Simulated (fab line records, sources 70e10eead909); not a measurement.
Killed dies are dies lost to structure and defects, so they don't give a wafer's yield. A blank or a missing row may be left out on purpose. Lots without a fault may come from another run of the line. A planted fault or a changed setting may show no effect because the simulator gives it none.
Which tool did it? | flow nand_harc | 13 lots, 39 wafers sampled, at 5 steps of a route of 1159

WHAT THE GAUGES READ, wafer by wafer
NHARC_HYBRID_BOND_OVL_MEAS_05.
lot  | measured     | on         | overlay_x_nm (nm) | overlay_y_nm (nm)
L155 | day 18 14:20 | overlay-01 | -50 31 41         | -30 1 -23
L154 | day 18 14:21 | overlay-02 | 63 -41 -14        | 15 31 -7
L156 | day 18 22:23 | overlay-02 | 23 25 -30         | -20 45 37
L158 | day 20 04:57 | overlay-01 | 49 -17 5          | -5 -43 14
L157 | day 18 22:23 | overlay-01 | 17 41 -15         | 56 -52 -19
L159 | day 18 22:23 | overlay-02 | -46 -2 57         | -6 13 20
L160 | day 19 18:42 | overlay-01 | -14 17 21         | 16 47 4
L161 | day 20 00:32 | overlay-02 | 40 23 57          | 69 -14 44
L163 | day 20 16:31 | overlay-01 | 32 28 -12         | -1 -25 54
L162 | day 20 16:31 | overlay-02 | 63 24 9           | -29 0 -3
L171 | day 23 03:09 | overlay-01 | -8 -3             | 15 -42
L174 | day 23 21:19 | overlay-01 | -5 29             | 5 28
L176 | day 24 03:02 | overlay-01 | -3 -16 25         | 52 -7 -42

NHARC_END_SORT_01.
lot  | measured     | on        | killed_at_array | killed_at_other | killed_at_periphery | killed_dies | killed_open | killed_short
L171 | day 24 01:08 | prober-02 | 12 13 11        | 0 0 0           | 5 4 666             | 17 17 677   | 3 4 7       | 2 3 1
L174 | day 24 15:09 | prober-02 | 18 22 18        | 1 0 1           | 4 1 658             | 23 23 677   | 6 1 3       | 1 3 1

WHICH TOOL RAN EACH LOT (tool, then ch and the chambers of the sampled wafers, then the start)
lot  | NHARC_P_GATE_DEVELOP_45           | NHARC_A_BONDPAD_ANNEAL_28        | NHARC_THIN_TSV_CMP_01
L155 | litho_track-03 ch 0, day 5 10:00  | rtp_anneal-02 ch 0, day 18 00:29 | cmp-03 ch 0,2,3, day 18 16:58
L154 | litho_track-07 ch 0, day 5 11:00  | rtp_anneal-01 ch 0, day 18 01:18 | cmp-02 ch 1,2,3, day 18 18:13
L156 | litho_track-07 ch 0, day 5 16:00  | rtp_anneal-02 ch 0, day 18 12:44 | cmp-02 ch 1,2,3, day 19 02:11
L158 | litho_track-03 ch 0, day 6 01:00  | rtp_anneal-01 ch 0, day 19 18:05 | cmp-04 ch 0,1, day 20 06:23
L157 | litho_track-05 ch 0, day 6 01:00  | rtp_anneal-01 ch 0, day 18 12:59 | cmp-04 ch 0,1,2, day 18 23:49
L159 | litho_track-05 ch 0, day 6 08:00  | rtp_anneal-02 ch 0, day 18 08:14 | cmp-02 ch 0,1,2, day 19 01:00
L160 | litho_track-05 ch 0, day 6 17:00  | rtp_anneal-01 ch 0, day 19 08:11 | cmp-02 ch 2,3, day 19 20:08
L161 | litho_track-03 ch 0, day 7 08:00  | rtp_anneal-01 ch 0, day 19 11:59 | cmp-04 ch 0,2,3, day 20 01:58
L163 | litho_track-03 ch 0, day 7 09:00  | rtp_anneal-02 ch 0, day 20 07:43 | cmp-02 ch 1,2, day 20 19:08
L162 | litho_track-05 ch 0, day 7 09:00  | rtp_anneal-02 ch 0, day 20 05:50 | cmp-02 ch 1,2,3, day 20 17:55
L171 | litho_track-03 ch 0, day 9 09:00  | rtp_anneal-01 ch 0, day 22 16:35 | cmp-04 ch 2,3, day 23 04:37
L174 | litho_track-03 ch 0, day 10 07:00 | rtp_anneal-01 ch 0, day 23 10:10 | cmp-04 ch 2,3, day 23 22:44
L176 | litho_track-07 ch 0, day 10 22:00 | rtp_anneal-02 ch 0, day 23 16:24 | cmp-03 ch 2,3, day 24 06:52
- NHARC_P_GATE_DEVELOP_45: time 70 s.
- NHARC_A_BONDPAD_ANNEAL_28: time 90 s.
- NHARC_THIN_TSV_CMP_01: polishes.

WHAT THE TOOLS THEMSELVES READ (means of the sampled wafers that have a number; where no wafer has one, the mark that the record gives instead)
NHARC_A_BONDPAD_ANNEAL_28.
lot  | tool          | wafer_temp_C_max
L155 | rtp_anneal-02 | 225.9
L154 | rtp_anneal-01 | 226.4
L156 | rtp_anneal-02 | 226.2
L158 | rtp_anneal-01 | 226.4
L157 | rtp_anneal-01 | 226.3
L159 | rtp_anneal-02 | 225.9
L160 | rtp_anneal-01 | 226.5
L161 | rtp_anneal-01 | 226.4
L163 | rtp_anneal-02 | 225.8
L162 | rtp_anneal-02 | 225.8
L171 | rtp_anneal-01 | 226.2
L174 | rtp_anneal-01 | 226.3
L176 | rtp_anneal-02 | 226.0

NHARC_THIN_TSV_CMP_01.
lot  | tool   | motor_current_A (A) | pad_life_wafers
L155 | cmp-03 | 11.7                | 446
L154 | cmp-02 | 11.5                | 621
L156 | cmp-02 | 11.7                | 674
L158 | cmp-04 | 12.3                | 402
L157 | cmp-04 | 12.8                | 211
L159 | cmp-02 | 12.2                | 667
L160 | cmp-02 | 12.1                | 61
L161 | cmp-04 | 13.2                | 373
L163 | cmp-02 | 11.2                | 192
L162 | cmp-02 | 11.3                | 188
L171 | cmp-04 | 13.9                | 236
L174 | cmp-04 | 13.4                | 360
L176 | cmp-03 | 11.7                | 32

THE ANSWER, worked out from the rows above alone
Rule: what is usual is taken from the lots themselves. Put in order of their means at a reading, lots are off if they are a third of the lots or fewer, leave a main group of 4 or more, and stand apart from it by a gap of 3 or more times the standard deviation of the main group's means; of several such gaps the widest counts. A main group whose means are all the same, to the digits that the tables above print for the reading, isn't used. A lot without any number at a reading at which 4 lots or more have one is off too. The other lots that the step has rows for count as sound. The gauges are gone through in route order, then the tools' own readings, and for those a lot's mean is taken as printed above. The first step at which some lot is off is used, and at that step the reading that is off furthest; a lot without a number counts as furthest.
No lot is off at any reading shown: from this, nothing can be told.

WHAT THE SIMULATOR HAD PUT IN
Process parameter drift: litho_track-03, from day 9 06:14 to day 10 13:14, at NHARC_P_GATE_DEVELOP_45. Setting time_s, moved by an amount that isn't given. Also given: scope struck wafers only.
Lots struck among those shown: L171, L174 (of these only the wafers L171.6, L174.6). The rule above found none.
